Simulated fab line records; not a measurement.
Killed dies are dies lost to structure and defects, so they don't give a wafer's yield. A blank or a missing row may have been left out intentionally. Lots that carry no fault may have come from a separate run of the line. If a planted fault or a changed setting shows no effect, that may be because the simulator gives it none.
A struck lot beside a sound one ; flow nand_harc ; 18 steps out of a route of 1159
Sound: the wafers L650.2, L650.4, L650.6. Wafers struck: L651.2, L651.4, L651.6. At the end, the cause is stated.
Order at every step that has rows: each side's tool, ch and its chambers, its first start. Under that, the readings that differ: sound wafers ; struck wafers ; difference of the means ; sigmas: that difference in standard deviations of wafers without a fault.
alike: same words and numbers on both sides, and readings whose means sit less than 2 such deviations apart. not compared: any withheld reading, any reading some wafer has no value for, any bound like >300 that may hide the same value, and any number with overlapping values for which the record gives no deviation.
The two part at a step that has a row with sigmas, a row that says differs or no value, or rows on one side only. When numbers do not overlap yet have no deviation, they are printed without sigmas and do not part them. A reading missing from all wafers of one side parts the sides only when that side holds two or more wafers.

NHARC_P_GATE_CD_MEAS_46 targets a cd of 720 nm.
  sound on cd_sem-02 ch 0, day 6 23:37; struck on cd_sem-03 ch 0, day 7 07:03
  alike: cd_nm
then, 1 step without rows for these wafers: NHARC_P_GATE_HARDBAKE_47 (time 80 s).
NHARC_P_GATE_DESCUM_48: chemistry O2, time 3 s.
  sound on rie_diel-07 ch 0,2, day 6 23:47; struck on rie_diel-09 ch 0,1, day 7 07:13
  alike: drypump_motor_current_A, oes_product_au, rf_vpp_V, showerhead_plenum_p_Torr, throttle_valve_pct
  not compared: rf_hours_counter_h
following that, these wafers have no rows for 1 step: NHARC_P_GATE_IMPLANT_49.
NHARC_P_GATE_STRIP_111: strips in N2/H2, time 250 s.
  sound on plasma_asher-01 ch 0,1, day 7 00:08; struck on plasma_asher-02 ch 0,1, day 7 07:34
  alike: drypump_motor_current_A, heater_power_w
  not compared: rf_hours_counter_h
NHARC_P_GATE_STRIP_75: strips in O2.
  sound on plasma_asher-01 ch 0,1, day 7 00:26; struck on plasma_asher-02 ch 0,1, day 7 07:53
  alike: drypump_motor_current_A, heater_power_w
  not compared: rf_hours_counter_h
then, 6 steps without rows for these wafers: NHARC_P_GATE_STRIP_50 (strips in SPM, time 900 s); NHARC_P_GATE_DEHYDRATE_51 (time 120 s); NHARC_P_GATE_HMDS_52 (time 30 s); NHARC_P_GATE_COAT_53; NHARC_P_GATE_SOFTBAKE_54 (time 95 s); NHARC_P_GATE_EBR_55.
NHARC_P_GATE_EXPOSE_56: exposes mask P PSD, target cd 720 nm.
  sound on krf_scanner-04 ch 0, day 7 01:13; struck on krf_scanner-03 ch 0, day 7 08:39
reading;sound;struck;difference;sigmas
mask;P_PSD#0 P_PSD#0 P_PSD#0;P_HVN#0 P_HVN#0 P_HVN#0;differs;
then, 2 steps without rows for these wafers: NHARC_P_GATE_PEB_57 (peb time 85 s); NHARC_P_GATE_DEVELOP_58 (time 70 s).
NHARC_P_GATE_CD_MEAS_59 targets a cd of 720 nm.
  sound on cd_sem-03 ch 0, day 7 01:22; struck on cd_sem-01 ch 0, day 7 08:49
reading;sound;struck;difference;sigmas
cd_nm (nm);723.7 722.0 719.9;- - -;no value on the struck wafers;
then, 1 step without rows for these wafers: NHARC_P_GATE_HARDBAKE_60 (time 80 s).
-- break in the record here, with 15 days between the starts of the struck wafers on either side (left off in module P_GATE, picked up again in module END, where the first step shown is number 1159 on the route) --
NHARC_END_SORT_01:
  sound on prober-02 ch 0, day 21 02:44; struck on prober-02 ch 0, day 21 23:23
reading;sound;struck;difference;sigmas
hold;- - -;await_dispo/4.5h/scrap await_dispo/4.5h/scrap await_dispo/4.5h/scrap;no value on the sound wafers;
killed_at_periphery;1 3 7;644 631 638;+634;+99 or more
killed_dies;36 34 36;677 677 677;+642;+58
  alike: killed_at_array, killed_at_other, killed_open, killed_short

WHERE THEY PART
Last at NHARC_END_SORT_01 as far as this record goes, first at NHARC_P_GATE_EXPOSE_56.

WHY: what had been put in by the simulator
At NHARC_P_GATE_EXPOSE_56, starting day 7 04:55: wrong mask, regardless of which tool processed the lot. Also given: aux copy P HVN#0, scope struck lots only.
